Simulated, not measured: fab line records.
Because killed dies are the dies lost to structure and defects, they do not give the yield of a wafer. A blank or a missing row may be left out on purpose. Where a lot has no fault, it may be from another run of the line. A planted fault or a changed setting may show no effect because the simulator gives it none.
Chamber matching -- flow nand harc -- NHARC_A_WL_FILL_STRIP_29 on rie diel-03 has 4 sister chambers
The step strips in O2, time 20 s. 4 wafers are shown with their chamber, then 10 later ones without.

== WAFERS PAIRED WITH THEIR CHAMBERS ==
wafer,chamber,drypump motor current A (A)
L083.6,0,5.3
L085.1,2,5.8
L089.1,3,5.4
L089.3,1,6.3

== WAFERS WITH NO CHAMBER GIVEN ==
wafer,drypump motor current A (A)
L089.6,5.4
L090.3,5.4
L090.4,5.9
L090.6,5.8
L095.2,6.2
L095.3,5.4
L095.6,5.3
L091.3,5.3
L091.5,6.3
L091.6,5.4

== THE CHAMBER EACH PASSED THROUGH ==
wafer,from the rows above,in truth
L089.6,3,3
L090.3,3,3
L090.4,2,2
L090.6,2,2
L095.2,1,1
L095.3,3,3
L095.6,0,0
L091.3,0,0
L091.5,1,1
L091.6,3,3
Placed correctly: 10 of 10. From these rows, 0 cannot be placed. Wrongly placed: 0.
How it was worked out, from the rows above alone: a wafer's distance from a chamber is the root of the sum, over the readings, of the square of ((its reading less the chamber's mean) divided by the reading's scatter). The wafer belongs to the nearest chamber; if the next one is less than 2 further off, it can't be placed. The mean given for a chamber averages the wafers shown for that chamber. The scatter: with one shown wafer a chamber, the root of the mean of the squares of how far each hidden wafer lies from its nearest shown one.
